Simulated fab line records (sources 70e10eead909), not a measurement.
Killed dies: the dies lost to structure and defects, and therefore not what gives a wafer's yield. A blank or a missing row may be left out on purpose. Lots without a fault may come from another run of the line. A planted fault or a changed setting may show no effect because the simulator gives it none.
Chamber matching / flow nand-harc / NHARC_P_ZERO_WELL_DESCUM_13 on rie-diel-10: 4 sister chambers
The step chemistry O2, time 3 s. 16 wafers are shown with their chamber, then 8 later ones without.

## WAFERS, EACH WITH ITS CHAMBER
wafer=L076.1; chamber=2; drypump-motor-current-A (A)=6.0; oes-product-au (a.u.)=0.990; rf-vpp-V (V)=56.1
wafer=L076.3; chamber=0; drypump-motor-current-A (A)=6.0; oes-product-au (a.u.)=1.004; rf-vpp-V (V)=58.8
wafer=L076.6; chamber=2; drypump-motor-current-A (A)=6.0; oes-product-au (a.u.)=0.991; rf-vpp-V (V)=56.7
wafer=L077.3; chamber=2; drypump-motor-current-A (A)=6.0; oes-product-au (a.u.)=0.989; rf-vpp-V (V)=57.1
wafer=L077.5; chamber=3; drypump-motor-current-A (A)=5.5; oes-product-au (a.u.)=1.003; rf-vpp-V (V)=58.7
wafer=L077.6; chamber=2; drypump-motor-current-A (A)=6.0; oes-product-au (a.u.)=0.997; rf-vpp-V (V)=59.6
wafer=L080.1; chamber=0; drypump-motor-current-A (A)=6.0; oes-product-au (a.u.)=1.014; rf-vpp-V (V)=57.7
wafer=L080.4; chamber=2; drypump-motor-current-A (A)=6.0; oes-product-au (a.u.)=1.000; rf-vpp-V (V)=56.5
wafer=L080.5; chamber=3; drypump-motor-current-A (A)=5.5; oes-product-au (a.u.)=0.997; rf-vpp-V (V)=58.3
wafer=L082.3; chamber=0; drypump-motor-current-A (A)=6.0; oes-product-au (a.u.)=1.008; rf-vpp-V (V)=56.7
wafer=L082.5; chamber=1; drypump-motor-current-A (A)=5.7; oes-product-au (a.u.)=1.002; rf-vpp-V (V)=58.6
wafer=L082.6; chamber=2; drypump-motor-current-A (A)=6.0; oes-product-au (a.u.)=0.986; rf-vpp-V (V)=57.4
wafer=L085.3; chamber=0; drypump-motor-current-A (A)=6.0; oes-product-au (a.u.)=1.003; rf-vpp-V (V)=58.1
wafer=L085.4; chamber=1; drypump-motor-current-A (A)=5.7; oes-product-au (a.u.)=1.009; rf-vpp-V (V)=57.6
wafer=L085.6; chamber=1; drypump-motor-current-A (A)=5.6; oes-product-au (a.u.)=0.990; rf-vpp-V (V)=58.3
wafer=L090.1; chamber=3; drypump-motor-current-A (A)=5.5; oes-product-au (a.u.)=1.005; rf-vpp-V (V)=58.7

SIGNATURES, as means of the wafers listed above
reading=drypump-motor-current-A; chamber 0=6.000; chamber 1=5.667; chamber 2=6.000; chamber 3=5.500; scatter within a chamber=0.0236
reading=oes-product-au; chamber 0=1.00725; chamber 1=1.00033; chamber 2=0.99217; chamber 3=1.00167; scatter within a chamber=0.00601
reading=rf-vpp-V; chamber 0=57.825; chamber 1=58.167; chamber 2=57.233; chamber 3=58.567; scatter within a chamber=0.944
Rule: for a wafer and a chamber, the distance is found by dividing, reading by reading, the gap between the wafer's reading and the chamber's mean by the reading's scatter, squaring, summing and taking the root. If the next closest chamber is less than 2 further off than the closest, the wafer can't be placed; otherwise it belongs to the closest. How the scatter is found: for the shown wafers, subtract from each reading the mean of its chamber, square and add these, divide the total by (wafers less chambers), then take the root.

## WAFERS MISSING THEIR CHAMBER
wafer=L090.3; drypump-motor-current-A (A)=5.7; oes-product-au (a.u.)=1.001; rf-vpp-V (V)=57.2
wafer=L090.6; drypump-motor-current-A (A)=5.6; oes-product-au (a.u.)=0.996; rf-vpp-V (V)=58.7
wafer=L091.3; drypump-motor-current-A (A)=6.0; oes-product-au (a.u.)=0.993; rf-vpp-V (V)=57.5
wafer=L091.4; drypump-motor-current-A (A)=5.5; oes-product-au (a.u.)=1.003; rf-vpp-V (V)=58.2
wafer=L091.5; drypump-motor-current-A (A)=6.0; oes-product-au (a.u.)=1.005; rf-vpp-V (V)=58.1
wafer=L094.1; drypump-motor-current-A (A)=5.6; oes-product-au (a.u.)=0.993; rf-vpp-V (V)=57.5
wafer=L094.4; drypump-motor-current-A (A)=6.0; oes-product-au (a.u.)=0.987; rf-vpp-V (V)=58.6
wafer=L094.6; drypump-motor-current-A (A)=6.0; oes-product-au (a.u.)=1.014; rf-vpp-V (V)=57.8

## WHICH CHAMBER EACH WENT THROUGH
wafer=L090.3; from the rows above=1; in truth=1
wafer=L090.6; from the rows above=can't be placed: 1 or 3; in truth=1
wafer=L091.3; from the rows above=2; in truth=2
wafer=L091.4; from the rows above=3; in truth=3
wafer=L091.5; from the rows above=can't be placed: 0 or 2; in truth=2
wafer=L094.1; from the rows above=can't be placed: 1 or 3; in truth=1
wafer=L094.4; from the rows above=can't be placed: 2 or 0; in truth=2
wafer=L094.6; from the rows above=0; in truth=0
4 of 8 placed correctly. Can't be placed from these rows: 4 (the true chamber is among the candidates in 4). 0 placed wrongly.
